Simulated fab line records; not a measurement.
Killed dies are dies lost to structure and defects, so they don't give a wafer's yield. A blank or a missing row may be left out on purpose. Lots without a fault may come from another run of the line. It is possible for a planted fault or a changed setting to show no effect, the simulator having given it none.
Chamber matching + flow nand_harc + NHARC_A_CONTACT_DEP_29 on pecvd-01 has 3 sister chambers
The step deposits SiON, target thk 100 nm. 3 wafers are shown with their chamber, then 7 later ones without.

EACH WAFER AND ITS CHAMBER
| wafer  | chamber | heater_power_w (W) |
|--------|---------|--------------------|
| L757.4 | 1       | 642                |
| L759.1 | 2       | 845                |
| L759.3 | 0       | 738                |

WAFERS WITH NO CHAMBER GIVEN
| wafer  | heater_power_w (W) |
|--------|--------------------|
| L759.5 | 652                |
| L760.3 | 658                |
| L760.5 | 654                |
| L760.6 | 686                |
| L768.1 | 695                |
| L768.2 | 838                |
| L768.3 | 684                |

EACH ONE'S CHAMBER
| wafer  | from the rows above     | in truth                   |
|--------|-------------------------|----------------------------|
| L759.5 | 1                       | 1                          |
| L760.3 | 1                       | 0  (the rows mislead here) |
| L760.5 | 1                       | 1                          |
| L760.6 | can't be placed: 1 or 0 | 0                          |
| L768.1 | can't be placed: 0 or 1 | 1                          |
| L768.2 | 2                       | 2                          |
| L768.3 | can't be placed: 1 or 0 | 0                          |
Placed correctly: 3 of 7. Cannot be placed on the basis of these rows: 3; the candidates contain the true chamber in 3. Placed wrongly: 1.
How it was worked out, from the rows above alone: a wafer's distance from a chamber is the root of the sum, over the readings, of the square of ((its reading less the chamber's mean) divided by the reading's scatter). The wafer belongs to the nearest chamber; if the next one is less than 2 further off, it can't be placed. A chamber's mean is the mean of its shown wafers. The scatter: root of mean squared gap, hidden wafer to nearest shown wafer, with one shown wafer a chamber.
